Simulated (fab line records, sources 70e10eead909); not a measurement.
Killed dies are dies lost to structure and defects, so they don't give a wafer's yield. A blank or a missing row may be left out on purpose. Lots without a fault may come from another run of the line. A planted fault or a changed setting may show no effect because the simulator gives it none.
fab line records | flow nand_harc
record lots=13 wafers=39 last_day=24
route steps=1159 shown A_SOURCE_PLATE@423 A_ONON_D1@443 A_CHANNEL_HOLE_D1@450 END@1159
lots that met no fault: from a run of the same line without faults
start_h: hours from the record's first day to the start of the lot's first wafer shown | wait_h: hours since the lot's step before | " the same as in the row above | L1.1+2: a row that stands for several wafers | - no value, or no start given | * or withheld: withheld | < > ~ a bound
route shown NAME@n: a module of which the file shows steps, and the number in the route of the first | usual: mean/standard deviation of fault-free wafers | same: alike in all rows | chamber/n: place in a boat | sites: the reading at each site | _std_site: their standard deviation | _edge_site: outer sites' mean less inner sites' | radius_mm: how far each site lies from the wafer's centre | mask NAME#n: copy n | behind: the tool/chamber that last shaped the wafer | hold: why the lot was held/for how many hours/how that ended | device: the transistor (n, p or np) that didn't switch | end of line: the same wafers' tests at the end of the route | a step without rows: its recipe alone | killed: dies lost to structure and defects at the first sort, not the wafer's yield | map: a wafer's dies, x killed, . not, _ none there
set.NAME: the setting as run; set.NAME@STEP: as run at that earlier step | model.NAME: the simulator's own value behind a step, which no gauge read
steps of the route over a sample of lots; a table a step, a row a wafer
services: from which hour (start_h, from the record's first day; less than 0 if before it) a tool's chamber was out of use, for how many hours, and why
## steps
# step NHARC_A_SOURCE_PLATE_INSPECT_08
# usual raw_defect_count=62/28
# columns lot.wafer tool chamber start_h wait_h raw_defect_count
L769.1 defect_inspect-02 - 169.10 0.0 110
L769.3 " - " " 57
L769.6 " - " " 48
L772.1 defect_inspect-02 - 180.75 0.0 129
L772.5 " - " " 85
L772.6 " - " " 84
L773.1 defect_inspect-01 - 180.78 0.0 75
L773.4 " - " " 52
L773.6 " - " " 65
L774.1 defect_inspect-02 - 191.76 0.0 61
L774.2 " - " " 23
L774.4 " - " " 52
L776.4 defect_inspect-01 - 198.96 0.0 75
L776.5 " - " " 72
L776.6 " - " " 57
L775.2 defect_inspect-02 - 198.97 0.0 46
L775.4 " - " " 31
L775.6 " - " " 47
L777.2 defect_inspect-02 - 208.47 0.0 29
L777.5 " - " " 22
L777.6 " - " " 37
L778.2 defect_inspect-02 - 213.10 0.0 28
L778.3 " - " " 37
L778.5 " - " " 65
L779.2 defect_inspect-02 - 229.68 0.0 37
L779.3 " - " " 70
L779.5 " - " " 31
L789.1 defect_inspect-01 - 279.30 0.0 33
L789.3 " - " " 31
L789.6 " - " " 31
L788.2 defect_inspect-02 - 279.31 0.0 112
L788.5 " - " " 67
L788.6 " - " " 95
L790.1 defect_inspect-02 - 284.25 0.0 37
L790.4 " - " " 57
L790.5 " - " " 34
L791.3 defect_inspect-01 - 284.25 0.0 52
L791.4 " - " " 84
L791.6 " - " " 47
# step NHARC_A_ONON_D1_THK_MEAS_27
# recipe thk_meas_gauge=ellipsometry
# usual thk_nm=1000/7.9
# columns lot.wafer tool chamber start_h wait_h thk_nm
L769.1 film_metro-01 - 183.03 - 997
L769.3 " - " " 999
L769.6 " - " " 998
L773.1 film_metro-02 - 196.03 - 1010
L773.4 " - " " 1011
L773.6 " - " " 1011
L772.1 film_metro-02 - 196.16 - 1000
L772.5 " - " " 1001
L772.6 " - " " 999
L774.1 film_metro-02 - 205.42 - 994
L774.2 " - " " 995
L774.4 " - " " 994
L776.4 film_metro-02 - 210.63 - 991
L776.5 " - " " 991
L776.6 " - " " 989
L775.2 film_metro-01 - 210.64 - 998
L775.4 " - " " 997
L775.6 " - " " 997
L777.2 film_metro-02 - 220.07 - 1013
L777.5 " - " " 1013
L777.6 " - " " 1012
L778.2 film_metro-01 - 224.73 - 994
L778.3 " - " " 994
L778.5 " - " " 995
L779.2 film_metro-02 - 242.12 - 1006
L779.3 " - " " 1005
L779.5 " - " " 1006
L789.1 film_metro-02 - 290.95 - 987
L789.3 " - " " 988
L789.6 " - " " 988
L788.2 film_metro-01 - 290.97 - 999
L788.5 " - " " 998
L788.6 " - " " 998
L790.1 film_metro-01 - 298.40 - 994
L790.4 " - " " 993
L790.5 " - " " 993
L791.3 film_metro-02 - 298.43 - 999
L791.4 " - " " 997
L791.6 " - " " 999
# step NHARC_A_CHANNEL_HOLE_D1_DEP_00
# recipe target_thk_a=31000 temp_c=400 material=aC
# usual susceptor_temp_C=400.01/0.22 throttle_valve_pct=35.000/0.0091
# columns lot.wafer tool chamber start_h wait_h susceptor_temp_C throttle_valve_pct
L769.1 acl_dep-03 0 184.62 0.5 399.92 35.015
L769.3 " 0 " " 399.94 35.022
L769.6 " 0 " " 400.07 35.011
L773.1 acl_dep-03 0 197.20 0.1 400.69 34.998
L773.4 " 0 " " 399.81 34.992
L773.6 " 0 " " 399.91 35.012
L772.1 acl_dep-01 0 198.69 1.3 399.92 35.015
L772.5 " 0 199.95 2.5 400.46 34.991
L772.6 " 0 " " 400.33 34.988
L774.1 acl_dep-03 0 207.97 1.4 399.96 34.995
L774.2 " 0 " " 400.06 35.000
L774.4 " 0 " " 399.97 35.011
L776.4 acl_dep-03 0 214.01 2.2 400.12 35.016
L776.5 " 0 " " 400.15 34.998
L776.6 " 0 " " 400.31 34.997
L776.4 acl_dep-03 0 216.57 2.2 400.01 34.987
L776.5 " 0 " " 400.10 35.005
L776.6 " 0 " " 399.91 35.012
L775.2 acl_dep-02 0 214.11 2.3 400.06 35.002
L775.4 " 0 " " 400.33 34.981
L775.6 " 0 " " 400.29 34.989
L777.2 acl_dep-03 0 221.55 0.4 399.75 34.984
L777.5 " 0 " " 400.18 35.014
L777.6 " 0 " " 400.11 34.994
L777.2 acl_dep-01 0 223.68 1.8 399.93 34.999
L777.5 " 0 " " 399.88 34.993
L777.6 " 0 " " 400.00 35.010
L778.2 acl_dep-01 0 229.36 3.5 399.98 35.005
L778.3 " 0 " " 399.61 35.001
L778.5 " 0 " " 399.73 34.992
L779.2 acl_dep-01 0 245.82 2.4 399.93 35.001
L779.3 " 0 " " 400.03 35.000
L779.5 " 0 " " 400.06 34.995
L779.2 acl_dep-01 0 249.67 3.5 399.95 34.999
L779.3 " 0 " " 399.92 34.998
L779.5 " 0 " " 400.16 35.006
L789.1 acl_dep-03 0 293.82 1.6 399.90 35.006
L789.3 " 0 " " 399.75 35.009
L789.6 " 0 " " 399.89 35.018
L788.2 acl_dep-01 0 294.37 2.1 - 35.010
L788.5 " 0 " " - 35.005
L788.6 " 0 " " - 35.005
L790.1 acl_dep-03 0 304.62 5.1 - 34.995
L790.4 " 0 " " - 35.018
L790.5 " 0 " " - 35.008
L791.3 acl_dep-02 0 306.10 6.4 400.22 34.988
L791.4 " 0 " " 399.94 35.012
L791.6 " 0 " " 400.05 35.004
# step NHARC_A_CHANNEL_HOLE_D1_DESCUM_15
# recipe time_s=3 o2_flow_sccm=200 ar_flow_sccm=0 bias_power_w=0 chemistry=O2
# usual drypump_motor_current_A=5.7/0.47 o2_flow_sccm=200.0/0.55 oes_product_au=1.000/0.014 rf_vpp_V=57.9/0.96 showerhead_plenum_p_Torr=1.93/0.09 throttle_valve_pct=11.311/0.0081
# columns lot.wafer tool chamber start_h wait_h drypump_motor_current_A o2_flow_sccm oes_product_au rf_hours_counter_h rf_vpp_V showerhead_plenum_p_Torr throttle_valve_pct
L769.3 rie_diel-05 3 187.49 0.1 5.7 200.2 0.993 0.3 58.4 1.93 11.304
L769.1 " 1 " " 6.7 200.1 0.999 0.3 57.5 2.05 11.318
L769.6 " 3 " " 5.7 199.1 1.003 - 56.8 1.93 11.303
L773.4 rie_diel-10 0 200.42 0.1 5.8 200.5 0.999 1.6 57.1 1.85 11.298
L773.1 " 1 " " 5.7 200.1 0.997 1.2 56.5 1.85 11.307
L773.6 " 3 " " 5.0 199.3 0.989 - 58.5 2.05 11.316
L772.1 rie_diel-05 0 201.54 0.1 5.5 200.2 1.001 1.2 58.2 2.00 11.321
L772.6 " 1 " " 6.7 201.4 1.002 - 58.0 2.05 11.317
L772.5 " 2 " " 5.4 199.8 1.025 - 56.1 1.87 11.308
L774.4 rie_diel-10 1 210.84 0.1 5.7 199.9 1.010 2.4 57.0 1.85 11.332
L774.2 " 2 " " 5.4 200.0 0.983 1.9 57.5 1.83 11.314
L774.1 " 0 " " 5.8 199.3 1.007 2.9 56.7 1.85 11.312
L775.4 rie_diel-10 2 216.50 0.1 5.3 200.2 0.981 2.9 58.9 1.83 11.300
L775.2 " 3 " " 5.0 200.2 0.992 3.5 58.7 2.05 11.296
L775.6 " 2 " " 5.3 199.8 0.980 - 57.3 1.83 11.310
L776.4 rie_diel-05 0 218.36 0.1 5.5 199.7 1.003 2.2 58.2 2.00 11.308
L776.5 " 1 " " 6.7 200.3 1.002 - 57.7 2.05 11.300
L776.6 " 2 " " 5.3 200.4 1.014 - 57.7 1.87 11.311
L777.2 rie_diel-10 2 226.41 0.1 5.3 200.2 0.985 3.7 57.1 1.83 11.310
L777.5 " 3 " " 5.0 200.9 0.995 - 60.2 2.05 11.297
L777.6 " 0 " " 5.8 199.9 1.010 - 56.8 1.85 11.305
L778.3 rie_diel-10 3 231.89 0.1 5.0 200.2 0.995 5.1 59.0 2.05 11.307
L778.2 " 0 " " 5.8 200.8 1.005 5.5 57.1 1.85 11.302
L778.5 " 2 " " 5.3 200.0 0.987 - 57.2 1.83 11.309
L779.2 rie_diel-05 1 252.08 0.1 6.7 200.0 1.000 4.0 57.1 2.05 11.309
L779.3 " 2 " " 5.3 200.2 1.009 4.8 57.2 1.87 11.306
L779.5 " 1 " " 6.7 200.2 0.987 - 59.1 2.05 11.330
L789.3 rie_diel-05 2 296.54 0.1 5.3 200.8 1.007 7.4 57.7 1.87 11.314
L789.1 " 3 " " 5.7 200.2 0.993 7.8 56.7 1.93 11.310
L789.6 " 2 " " 5.3 201.5 1.019 - 58.5 1.87 11.326
L788.2 rie_diel-03 0 296.88 0.1 5.6 200.1 1.016 5.8 58.0 2.06 11.316
L788.6 " 0 " " 5.6 200.1 1.027 - 57.1 2.06 11.316
L788.5 " 2 " " 5.3 200.1 0.998 - 59.4 1.96 11.320
L790.1 rie_diel-05 2 307.42 0.1 5.3 199.5 0.988 8.2 58.0 1.87 11.307
L790.4 " 0 " " 5.5 199.3 1.006 7.9 58.1 2.00 11.306
L790.5 " 3 " " 5.7 199.7 0.985 - 57.6 1.93 11.317
L791.4 rie_diel-03 0 308.29 0.1 5.6 200.8 1.029 7.3 59.5 2.06 11.310
L791.3 " 1 " " 6.1 199.7 1.021 5.1 57.7 1.82 11.317
L791.6 " 1 " " 6.1 199.4 1.015 - 57.6 1.82 11.307
# step NHARC_END_SORT_01
# recipe temp_c=25
# usual killed_at_array=25/7.8 killed_at_other=0.6/0.81 killed_at_periphery=3.3/2.2 killed_dies=29/8.2 killed_open=3.5/1.9 killed_short=1.8/1.3
# same gross_dies=677
# columns lot.wafer tool chamber start_h wait_h killed_at_array killed_at_other killed_at_periphery killed_dies killed_open killed_short
L776.4 prober-01 0 473.55 3.4 674 1 2 677 5 3
L776.5 prober-01 0 474.34 3.6 676 0 1 677 2 0
L776.6 prober-01 0 475.12 3.9 671 1 5 677 4 0
L777.2 prober-02 0 498.82 2.8 673 1 3 677 5 2
L777.5 prober-02 0 501.24 3.7 673 2 2 677 3 0
L777.6 prober-02 0 502.04 4.0 673 1 3 677 8 1
L779.2 prober-02 0 532.05 2.8 671 3 3 677 3 1
L779.3 prober-02 0 532.84 3.1 676 0 1 677 4 5
L779.5 prober-02 0 534.44 3.7 672 3 2 677 2 1
# killed by level:class
L776.4 A_CHANNEL_HOLE_D1:area_dep=652 A_CHANNEL_HOLE_D1:chamber_film_flake=10 A_BONDPAD:chamber_film_flake=3 P_GATE:geometric_particle:open=1 A_SOURCE_PLATE:geometric_particle:short=1 A_SOURCE_PLATE:geometric_particle:open=1 A_ONON_D1:geometric_particle:open=1 A_ONON_D1:geometric_particle:short=1
L776.5 A_CHANNEL_HOLE_D1:area_dep=660 A_CHANNEL_HOLE_D1:chamber_film_flake=9 A_WL_FILL:chamber_film_flake=3 A_CONTACT:geometric_particle:open=2 A_STAIRCASE:chamber_film_flake=2 P_GATE:chamber_film_flake=1
L776.6 A_CHANNEL_HOLE_D1:area_dep=652 A_CHANNEL_HOLE_D1:chamber_film_flake=16 P_GATE:chamber_film_flake=3 A_CONTACT:geometric_particle:open=2 P_M0:geometric_particle:open=1 A_ONON_D1:geometric_particle:open=1 P_ZERO_WELL:chamber_film_flake=1 THIN_TSV:chamber_film_flake=1
L777.2 A_CHANNEL_HOLE_D1:area_dep=647 A_CHANNEL_HOLE_D1:chamber_film_flake=9 A_CONTACT:chamber_film_flake=5 A_WL_FILL:chamber_film_flake=3 A_SLIT:chamber_film_flake=2 P_CONTACT:geometric_particle:open=1 P_M1:geometric_particle:open=1 A_ONON_D1:geometric_particle:short=1
L777.5 A_CHANNEL_HOLE_D1:area_dep=650 A_CHANNEL_HOLE_D1:chamber_film_flake=8 A_CONTACT:chamber_film_flake=7 A_WL_FILL:geometric_particle:open=2 P_STI:chamber_film_flake=2 A_SLIT:chamber_film_flake=2 A_WL_FILL:chamber_film_flake=2 THIN_TSV:chamber_film_flake=2
L777.6 A_CHANNEL_HOLE_D1:area_dep=642 A_CHANNEL_HOLE_D1:chamber_film_flake=12 A_SLIT:chamber_film_flake=4 A_CONTACT:geometric_particle:open=3 A_ZERO_WELL:chamber_film_flake=3 A_CONTACT:chamber_film_flake=3 A_CHANNEL_FILL_D1:geometric_particle:open=2 A_CHANNEL_FILL_D1:chamber_film_flake=2
L779.2 A_CHANNEL_HOLE_D1:area_dep=633 A_CHANNEL_HOLE_D1:chamber_film_flake=14 A_SLIT:chamber_film_flake=10 A_CONTACT:chamber_film_flake=9 A_CHANNEL_FILL_D1:chamber_film_flake=3 THIN_TSV:chamber_film_flake=3 P_GATE:geometric_particle:open=1 P_CONTACT:geometric_particle:open=1
L779.3 A_CHANNEL_HOLE_D1:area_dep=631 A_SLIT:chamber_film_flake=14 A_CHANNEL_HOLE_D1:chamber_film_flake=14 A_CONTACT:chamber_film_flake=6 A_CHANNEL_FILL_D1:chamber_film_flake=3 A_CHANNEL_FILL_D1:geometric_particle:short=2 A_WL_FILL:geometric_particle:short=2 P_M0:geometric_particle:open=1
L779.5 A_CHANNEL_HOLE_D1:area_dep=636 A_CHANNEL_HOLE_D1:chamber_film_flake=19 A_SLIT:chamber_film_flake=10 A_CONTACT:chamber_film_flake=4 THIN_TSV:chamber_film_flake=2 P_M1:geometric_particle:open=1 A_CONTACT:geometric_particle:open=1 STARTING-WAFER:geometric_particle:short=1
## services
# columns tool chamber start_h hours kind
rie_diel-10 2 161.02 4.8 repair
rie_diel-05 - 163.70 9.0 pm
rie_diel-05 0 163.70 9.0 vent_cycle
rie_diel-05 1 163.70 9.0 vent_cycle
rie_diel-05 2 163.70 9.0 vent_cycle
rie_diel-05 3 163.70 9.0 vent_cycle
rie_diel-10 0 165.64 6.9 repair
acl_dep-02 - 168.24 13.0 pm
rie_diel-05 0 172.70 - clean
rie_diel-05 1 172.70 - clean
rie_diel-05 2 172.70 - clean
rie_diel-05 3 172.70 - clean
rie_diel-10 - 176.50 9.0 pm
rie_diel-03 3 189.59 19.7 repair
rie_diel-03 2 195.69 7.1 repair
rie_diel-05 0 197.20 - clean
rie_diel-05 1 197.20 - clean
rie_diel-05 2 197.20 - clean
rie_diel-03 - 215.30 9.0 pm
acl_dep-03 - 223.13 13.0 pm
rie_diel-10 1 238.02 9.0 repair
rie_diel-03 2 271.64 4.0 repair
rie_diel-03 1 294.59 8.8 repair
acl_dep-01 - 295.94 13.0 pm
## key
first_sign step=NHARC_A_CHANNEL_HOLE_D1_DEP_00 reading=visit direction=added
effect step=NHARC_END_SORT_01 reading=killed_at_array direction=up sigmas=83 usual=25 struck=673
more_kills_born_at NHARC_A_CHANNEL_HOLE_D1_DEP_00@acl_dep-01=3839 NHARC_A_CHANNEL_HOLE_D1_DEP_00@acl_dep-03=1965
met_at NHARC_A_CHANNEL_HOLE_D1_DEP_00
struck_lots L776,L777,L779
later_rows_left_out L776.4,L776.5,L776.6,L777.2,L777.5,L777.6,L779.2,L779.3,L779.5
tester_left_out L776,L777,L779
not_acting_at NHARC_A_SOURCE_PLATE_INSPECT_08,NHARC_A_ONON_D1_THK_MEAS_27,NHARC_A_CHANNEL_HOLE_D1_DESCUM_15
fault kind=repeated_step_whole tool=acl_dep-01,acl_dep-02,acl_dep-03 chamber=- onset_h=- steps=NHARC_A_CHANNEL_HOLE_D1_DEP_00 times=1 scope=struck_lots_only
# tester_left_out: of these lots the tester's yield and bins aren't shown, on N5 and GAA mostly nor the transistor test; their killed dies are dies lost to structure and defects alone, not to doping, threshold or leakage, so they don't give the yield
# later_rows_left_out: the simulator's readings of these wafers behind a module that went badly wrong aren't trusted and aren't shown, but for the sort
